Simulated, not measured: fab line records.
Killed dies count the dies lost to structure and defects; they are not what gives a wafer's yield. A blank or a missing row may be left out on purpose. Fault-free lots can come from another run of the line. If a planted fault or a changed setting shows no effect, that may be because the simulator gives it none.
fab line records + flow n5-finfet
record
- lots=6
- wafers=17
- last-day=16
route steps=1938 shown BEOL_M7@1310
lots with no fault: from the same line, run without faults
start-h: start of the lot's first displayed wafer, in hours after the record's first day + wait-h: hours elapsed since this lot's preceding step + " unchanged from the row above + L1.1+2: a row that stands for several wafers + - no value, or no start was given + * or withheld: withheld + < > ~ a bound
route shown NAME@n: NAME is a module with steps in the file, n the number in the route of the first one + usual: the fault-free wafers' mean and standard deviation + same: alike in all rows + chamber/n: place in a boat + sites: per-site readings + _std_site: standard deviation of those values + _edge_site: outer sites' mean less inner sites' + radius-mm: how far each site lies from the wafer's centre + mask NAME#n: copy n + behind: the tool/chamber that last shaped the wafer + hold: why the lot went on hold/how many hours it stayed there/how the hold came to an end + device: transistor that didn't switch, given as n, p or np + end of line: the tests these same wafers got at the end of their route + where a step has no rows: the recipe by itself + killed: dies lost to structure and defects at the first sort, not the wafer's yield + map: the dies of a wafer, with x for killed, . for not killed, _ for no die there
set.NAME: setting as actually run; set.NAME@STEP: the setting as run at that earlier step + model.NAME: the simulator's own value behind a step, which no gauge read
certain route steps with their lots: each step a table, each wafer a row
services: from which hour (start-h, from the record's first day; less than 0 if before it) a tool's chamber was out of use, for how many hours, and why
## steps
# step N5_BEOL_M7_STRIP_80
# recipe
- chemistry=N2/H2
- time-s=10
- power-w=450
- temp-c=40
- pressure-mtorr=20
- rf-frequency-hz=6e+07
- bias-power-w=7
- n2-flow-sccm=200
- h2-flow-sccm=200
# usual
- chamber-pressure-mTorr=19.999/0.019
- drypump-motor-current-A=5.8/0.54
- oes-product-au=0.80/0.079
- rf-vpp-V=59.3/0.86
- showerhead-plenum-p-Torr=2.56/0.09
- throttle-valve-pct=23.7/0.32
| lot.wafer | tool        | chamber | start-h | wait-h | chamber-pressure-mTorr | drypump-motor-current-A | oes-product-au | rf-hours-counter-h | rf-vpp-V | showerhead-plenum-p-Torr | throttle-valve-pct |
|-----------|-------------|---------|---------|--------|------------------------|-------------------------|----------------|--------------------|----------|--------------------------|--------------------|
| L474.1    | rie-diel-02 | 1       | -       | -      | 20.017                 | 5.5                     | 0.73           | 179                | 58.4     | 2.64                     | 24.0               |
| L474.4    | "           | 1       | "       | "      | 19.986                 | 5.6                     | 0.73           | -                  | 58.2     | 2.64                     | 24.1               |
| L474.6    | "           | 0       | "       | "      | 19.982                 | 5.1                     | 0.89           | -                  | 59.1     | 2.70                     | 23.9               |
| L476.1    | rie-diel-06 | 2       | -       | -      | 20.008                 | 6.5                     | 0.75           | 172                | 57.8     | 2.52                     | 23.5               |
| L476.3    | "           | 1       | "       | "      | 20.001                 | 5.5                     | 0.73           | 203                | 58.9     | 2.42                     | 23.8               |
| L476.6    | "           | 0       | "       | "      | 19.991                 | 5.7                     | 0.83           | -                  | 58.0     | 2.58                     | 23.4               |
| L479.4    | rie-diel-05 | 2       | -       | -      | 19.998                 | 5.4                     | 0.71           | 204                | 60.7     | 2.52                     | 24.1               |
| L479.6    | "           | 2       | "       | "      | 20.030                 | 5.4                     | 0.71           | -                  | 59.2     | 2.52                     | 24.1               |
| L480.1    | rie-diel-06 | 3       | -       | -      | 19.989                 | 6.6                     | 0.80           | 102                | 58.0     | 2.46                     | 23.6               |
| L480.3    | "           | 0       | "       | "      | 20.052                 | 5.7                     | 0.82           | 65                 | 59.9     | 2.58                     | 23.4               |
| L480.6    | "           | 3       | "       | "      | 19.988                 | 6.6                     | 0.80           | -                  | 58.7     | 2.46                     | 23.6               |
| L483.1    | rie-diel-02 | 0       | -       | -      | 19.962                 | 5.1                     | 0.87           | 49                 | 59.9     | 2.70                     | 23.9               |
| L483.2    | "           | 1       | "       | "      | 19.993                 | 5.5                     | 0.72           | 193                | 58.6     | 2.63                     | 24.1               |
| L483.6    | "           | 0       | "       | "      | 19.998                 | 5.1                     | 0.86           | -                  | 58.8     | 2.70                     | 23.9               |
| L485.4    | rie-diel-06 | 3       | -       | -      | 19.989                 | 6.6                     | 0.80           | 111                | 58.6     | 2.46                     | 23.6               |
| L485.5    | "           | 3       | "       | "      | 19.986                 | 6.6                     | 0.80           | -                  | 59.5     | 2.46                     | 23.6               |
| L485.6    | "           | 2       | "       | "      | 20.011                 | 6.5                     | 0.74           | -                  | 59.0     | 2.52                     | 23.5               |
# step N5_BEOL_M7_OCD_MEAS_38
# usual
- trench-depth-nm=93.2/1.5
| lot.wafer | tool   | chamber | start-h | wait-h | trench-depth-nm |
|-----------|--------|---------|---------|--------|-----------------|
| L474.1    | ocd-01 | -       | 230.03  | -      | 91.1            |
| L474.4    | "      | -       | "       | "      | 91.2            |
| L474.6    | "      | -       | "       | "      | 94.6            |
| L476.1    | ocd-02 | -       | 254.78  | -      | 91.4            |
| L476.3    | "      | -       | "       | "      | 90.6            |
| L476.6    | "      | -       | "       | "      | 95.2            |
| L479.4    | ocd-01 | -       | 258.96  | -      | 92.7            |
| L479.6    | "      | -       | "       | "      | 91.4            |
| L480.1    | ocd-02 | -       | 261.10  | -      | 93.1            |
| L480.3    | "      | -       | "       | "      | 93.6            |
| L480.6    | "      | -       | "       | "      | 92.0            |
| L483.1    | ocd-01 | -       | 280.12  | -      | 94.7            |
| L483.2    | "      | -       | "       | "      | 92.0            |
| L483.6    | "      | -       | "       | "      | 94.8            |
| L485.4    | ocd-02 | -       | 294.15  | -      | 92.7            |
| L485.5    | "      | -       | "       | "      | 93.6            |
| L485.6    | "      | -       | "       | "      | 92.5            |
# step N5_BEOL_M7_HM_STRIP_39
# recipe
- chemistry=peroxide-tin-strip
- material=TiN
- target-depth-a=250
- temp-c=50
- time-s=158
# step N5_BEOL_M7_SRD_40
# recipe
- time-s=30
- temp-c=23
- rinse-liquid=diw
- dry=ipa-marangoni
# step N5_BEOL_M7_PRECLEAN_42
# recipe
- chemistry=residue-remover
- time-s=60
- temp-c=40
# step N5_BEOL_M7_SRD_43
# recipe
- time-s=30
- temp-c=23
- rinse-liquid=diw
- dry=ipa-marangoni
# step N5_BEOL_M7_CD_MEAS_35
# recipe
- target-cd-nm=40
- polarity=opening
# usual
- cd-nm=40.0/0.48
| lot.wafer | tool      | chamber | start-h | wait-h | cd-nm |
|-----------|-----------|---------|---------|--------|-------|
| L474.1    | cd-sem-01 | -       | 230.18  | 0.0    | 40.0  |
| L474.4    | "         | -       | "       | "      | 39.5  |
| L474.6    | "         | -       | "       | "      | 39.5  |
| L476.1    | cd-sem-03 | -       | 254.94  | 0.0    | 40.1  |
| L476.3    | "         | -       | "       | "      | 39.7  |
| L476.6    | "         | -       | "       | "      | 39.8  |
| L479.4    | cd-sem-03 | -       | 259.11  | 0.0    | 39.8  |
| L479.6    | "         | -       | "       | "      | 40.1  |
| L480.1    | cd-sem-01 | -       | 261.25  | 0.0    | 39.9  |
| L480.3    | "         | -       | "       | "      | 39.8  |
| L480.6    | "         | -       | "       | "      | 39.5  |
| L483.1    | cd-sem-01 | -       | 280.28  | 0.0    | 39.9  |
| L483.2    | "         | -       | "       | "      | 40.1  |
| L483.6    | "         | -       | "       | "      | 40.1  |
| L485.4    | cd-sem-03 | -       | 294.31  | 0.0    | 40.1  |
| L485.5    | "         | -       | "       | "      | 40.4  |
| L485.6    | "         | -       | "       | "      | 40.7  |
# step N5_BEOL_M7_CURE_75
# recipe
- temp-c=370
- time-s=120
- ambient=DMADMS/He
- material=SiCOH_lowk
# usual
- lamp-power-pct=52.30/0.055
- wafer_temp_C_max=371.5/0.56
| lot.wafer | tool       | chamber | start-h | wait-h | lamp-power-pct | wafer_temp_C_max |
|-----------|------------|---------|---------|--------|----------------|------------------|
| L474.1    | uv-cure-01 | 0       | 230.22  | 0.0    | 52.29          | 371.5            |
| L474.4    | "          | 0       | "       | "      | 52.31          | 371.3            |
| L474.6    | "          | 0       | "       | "      | 52.37          | 371.3            |
| L476.1    | uv-cure-01 | 2       | 255.16  | 0.2    | 52.22          | 371.1            |
| L476.3    | "          | 2       | "       | "      | 52.27          | 371.6            |
| L476.6    | "          | 2       | "       | "      | 52.33          | 371.4            |
| L479.4    | uv-cure-02 | 2       | 259.39  | 0.3    | 52.25          | 371.7            |
| L479.6    | "          | 2       | "       | "      | 52.32          | 372.5            |
| L480.1    | uv-cure-02 | 0       | 261.42  | 0.2    | 52.32          | 370.8            |
| L480.3    | "          | 0       | "       | "      | 52.32          | 371.5            |
| L480.6    | "          | 0       | "       | "      | 52.29          | 371.1            |
| L483.1    | uv-cure-02 | 1       | 280.32  | 0.0    | 52.37          | 371.4            |
| L483.2    | "          | 1       | "       | "      | 52.17          | 371.9            |
| L483.6    | "          | 1       | "       | "      | 52.29          | 372.2            |
| L485.4    | uv-cure-01 | 1       | 294.50  | 0.2    | 52.40          | 371.0            |
| L485.5    | "          | 1       | "       | "      | 52.27          | 371.1            |
| L485.6    | "          | 1       | "       | "      | 52.33          | 371.2            |
# step N5_BEOL_M7_DEGAS_44
# recipe
- ambient=vacuum
- temp-c=250
- time-s=60
# usual
- heater-power-w=329/24
| lot.wafer | tool           | chamber | start-h | wait-h | heater-power-w |
|-----------|----------------|---------|---------|--------|----------------|
| L474.1    | pvd-sputter-03 | -       | 232.39  | 2.1    | 350            |
| L474.4    | "              | -       | "       | "      | 282            |
| L474.6    | "              | -       | "       | "      | 349            |
| L476.1    | pvd-sputter-01 | -       | 255.68  | 0.5    | 309            |
| L476.3    | "              | -       | "       | "      | 347            |
| L476.6    | "              | -       | "       | "      | 351            |
| L479.4    | pvd-sputter-01 | -       | 260.26  | 0.8    | 355            |
| L479.6    | "              | -       | "       | "      | 272            |
| L480.1    | pvd-sputter-02 | -       | 261.87  | 0.4    | 338            |
| L480.3    | "              | -       | "       | "      | 323            |
| L480.6    | "              | -       | "       | "      | 340            |
| L483.1    | pvd-sputter-02 | -       | 280.70  | 0.3    | 347            |
| L483.2    | "              | -       | "       | "      | 355            |
| L483.6    | "              | -       | "       | "      | 345            |
| L485.4    | pvd-sputter-03 | -       | 298.63  | 4.1    | 346            |
| L485.5    | "              | -       | "       | "      | 347            |
| L485.6    | "              | -       | "       | "      | 346            |
# step N5_BEOL_M7_PRE_CLEAN_45
# recipe
- gas=H2/He
- time-s=30
- temp-c=250
# usual
- heater-power-w=329/25
| lot.wafer | tool           | chamber | start-h | wait-h | heater-power-w |
|-----------|----------------|---------|---------|--------|----------------|
| L474.1    | pvd-sputter-03 | -       | 232.43  | 0.0    | 352            |
| L474.4    | "              | -       | "       | "      | 288            |
| L474.6    | "              | -       | "       | "      | 343            |
| L476.1    | pvd-sputter-01 | -       | 255.72  | 0.0    | 315            |
| L476.3    | "              | -       | "       | "      | 344            |
| L476.6    | "              | -       | "       | "      | 349            |
| L479.4    | pvd-sputter-01 | -       | 260.30  | 0.0    | 343            |
| L479.6    | "              | -       | "       | "      | 264            |
| L480.1    | pvd-sputter-02 | -       | 261.91  | 0.0    | 346            |
| L480.3    | "              | -       | "       | "      | 325            |
| L480.6    | "              | -       | "       | "      | 340            |
| L483.1    | pvd-sputter-02 | -       | 280.74  | 0.0    | 339            |
| L483.2    | "              | -       | "       | "      | 335            |
| L483.6    | "              | -       | "       | "      | 340            |
| L485.4    | pvd-sputter-03 | -       | 298.67  | 0.0    | 344            |
| L485.5    | "              | -       | "       | "      | 350            |
| L485.6    | "              | -       | "       | "      | 348            |
# step N5_BEOL_M7_ALD_77
# recipe
- material=TaN
- target-thk-a=20
- temp-c=275
- ald-precursor-family=PDMAT
- ald-co-reactant=NH3
- pressure-torr=3
- carrier-flow-sccm=1500
- pulse-time-s=2
- purge-time-s=3
- co-reactant-purge-time-s=2
- co-reactant-pulse-time-s=3
- ald-cycles=40
- precursor-vessel-temp-c=75
- precursor-vessel-pressure-torr=26.25
- precursor-vessel-carrier-sccm=1000
# usual
- heater-power-w=426/45
- mfc-carrier-sccm=1500/4.5
| lot.wafer | tool         | chamber | start-h | wait-h | heater-power-w | mfc-carrier-sccm |
|-----------|--------------|---------|---------|--------|----------------|------------------|
| L474.1    | ald-metal-04 | 3       | 232.57  | 0.1    | 418            | 1503             |
| L474.4    | "            | 1       | "       | "      | 478            | 1502             |
| L474.6    | "            | 0       | "       | "      | 454            | 1505             |
| L476.1    | ald-metal-04 | 3       | 255.78  | 0.0    | 404            | 1492             |
| L476.3    | "            | 2       | "       | "      | 377            | 1501             |
| L476.6    | "            | 1       | "       | "      | 488            | 1501             |
| L479.4    | ald-metal-03 | 1       | 260.44  | 0.1    | 385            | 1496             |
| L479.6    | "            | 0       | "       | "      | 371            | 1496             |
| L480.1    | ald-metal-03 | 1       | 262.20  | 0.3    | 393            | 1499             |
| L480.3    | "            | 0       | "       | "      | 363            | 1504             |
| L480.6    | "            | 3       | "       | "      | 495            | 1503             |
| L483.1    | ald-metal-03 | 0       | 280.80  | 0.0    | 368            | 1500             |
| L483.2    | "            | 1       | "       | "      | 379            | 1506             |
| L483.6    | "            | 0       | "       | "      | 359            | 1504             |
| L485.4    | ald-metal-02 | 3       | 298.86  | 0.2    | 412            | 1499             |
| L485.5    | "            | 0       | "       | "      | 478            | 1500             |
| L485.6    | "            | 2       | "       | "      | 377            | 1506             |
# step N5_BEOL_M7_SURFACE_TREAT_79
# recipe
- gas=Ar
- time-s=*
- ion-energy-ev=*
- ion-current-ma-cm2=0.5
- pressure-mtorr=*
- ar-flow-sccm=30
# step N5_BEOL_M7_CVD_78
# recipe
- material=Co
- target-thk-a=20
- temp-c=withheld
- precursor=CCTBA/H2
- pressure-torr=30
- time-s=142.3
# usual
- run-length-s=165.3/0.58
| lot.wafer | tool      | chamber | start-h | wait-h | run-length-s |
|-----------|-----------|---------|---------|--------|--------------|
| L474.1    | cvd-co-01 | 2       | 232.97  | 0.0    | 165.5        |
| L474.4    | "         | 0       | "       | "      | 164.7        |
| L474.6    | "         | 2       | "       | "      | 165.4        |
| L476.1    | cvd-co-01 | 0       | 256.16  | 0.1    | 165.2        |
| L476.3    | "         | 1       | "       | "      | 164.4        |
| L476.6    | "         | 1       | "       | "      | 164.7        |
| L479.4    | cvd-co-01 | 0       | 261.24  | 0.4    | 234.0        |
| L479.6    | "         | 2       | "       | "      | 234.0        |
| L480.1    | cvd-co-02 | 2       | 264.74  | 0.2    | 165.4        |
| L480.3    | "         | 1       | "       | "      | 165.7        |
| L480.6    | "         | 2       | "       | "      | 166.3        |
| L483.1    | cvd-co-01 | 1       | 281.40  | 0.3    | 164.5        |
| L483.2    | "         | 2       | "       | "      | 165.5        |
| L483.6    | "         | 2       | "       | "      | 234.2        |
| L485.4    | cvd-co-02 | 0       | 299.14  | 0.1    | 164.8        |
| L485.5    | "         | 2       | "       | "      | 165.6        |
| L485.6    | "         | 1       | "       | "      | 165.9        |
# step N5_BEOL_M7_SPUTTER_48
# recipe
- material=Cu
- target-thk-a=100
- temp-c=-20
- bias-v=60
- power-w=26000
- chamber-pressure-pa=0.13
- time-s=1.667
## services
| tool         | chamber | start-h | hours | kind   |
|--------------|---------|---------|-------|--------|
| uv-cure-01   | -       | 213.27  | 5.0   | pm     |
| cvd-co-01    | -       | 226.69  | 1.1   | repair |
| ald-metal-03 | 1       | 231.04  | 5.1   | repair |
| uv-cure-01   | -       | 245.56  | 5.9   | repair |
| ald-metal-04 | -       | 250.00  | 0.4   | repair |
| ald-metal-02 | -       | 258.73  | 0.5   | repair |
| ald-metal-02 | 2       | 270.46  | 27.3  | repair |
| cvd-co-02    | -       | 279.31  | 1.3   | repair |
| rie-diel-06  | 2       | 297.63  | 7.9   | repair |
| rie-diel-05  | 3       | 298.23  | 8.0   | repair |
## key
first-sign
- step=N5_BEOL_M7_CVD_78
- reading=run-length-s
- direction=up
- sigmas=99+
- usual=*
- struck=*
effect none on later readings
met-at N5_BEOL_M7_CVD_78
struck-wafers L479.4,L479.6,L483.6
onset-between 256.16 261.24
fault
- kind=process-parameter-drift
- tool=cvd-co-01
- chamber=-
- onset-h=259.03
- steps=N5_BEOL_M7_CVD_78
- channel=time-s
- offset=*
- shape=step
- end-h=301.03
- scope=struck-wafers-only
- acts-in=*
- stated=*
